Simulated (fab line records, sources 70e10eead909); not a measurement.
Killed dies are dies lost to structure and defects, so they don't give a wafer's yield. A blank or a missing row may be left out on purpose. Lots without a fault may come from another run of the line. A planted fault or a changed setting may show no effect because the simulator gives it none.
Which tool did it? | flow nand_harc | 6 lots, 18 wafers sampled, at 1 step of a route of 1302

WHAT THE GAUGES READ, wafer by wafer
NHARC_A_CONTACT_CD_MEAS_42: target cd 300 nm.
lot  | measured     | on        | cd_nm (nm)
L421 | day 22 07:26 | cd_sem-01 | 299.3 298.5 299.3
L424 | day 22 23:32 | cd_sem-02 | 299.6 300.2 299.6
L426 | day 23 20:04 | cd_sem-03 | 300.5 300.5 300.5
L431 | day 26 00:34 | cd_sem-01 | 301.1 299.0 299.5
L436 | day 27 20:27 | cd_sem-03 | 298.8 299.2 300.0
L441 | day 29 18:47 | cd_sem-01 | 301.2 300.2 300.9

WHICH TOOL RAN EACH LOT (tool, then ch and the chambers of the sampled wafers, then the start)
The record holds no process step before these readings.

THE ANSWER, worked out from the rows above alone
Rule: what is usual is taken from the lots themselves. Put in order of their means at a reading, lots are off if they are a third of the lots or fewer, leave a main group of 4 or more, and stand apart from it by a gap of 3 or more times the standard deviation of the main group's means; of several such gaps the widest counts. A main group whose means are all the same, to the digits that the tables above print for the reading, isn't used. A lot without any number at a reading at which 4 lots or more have one is off too. The other lots that the step has rows for count as sound.
No lot is off at any reading shown: from this, nothing can be told.

WHAT THE SIMULATOR HAD PUT IN
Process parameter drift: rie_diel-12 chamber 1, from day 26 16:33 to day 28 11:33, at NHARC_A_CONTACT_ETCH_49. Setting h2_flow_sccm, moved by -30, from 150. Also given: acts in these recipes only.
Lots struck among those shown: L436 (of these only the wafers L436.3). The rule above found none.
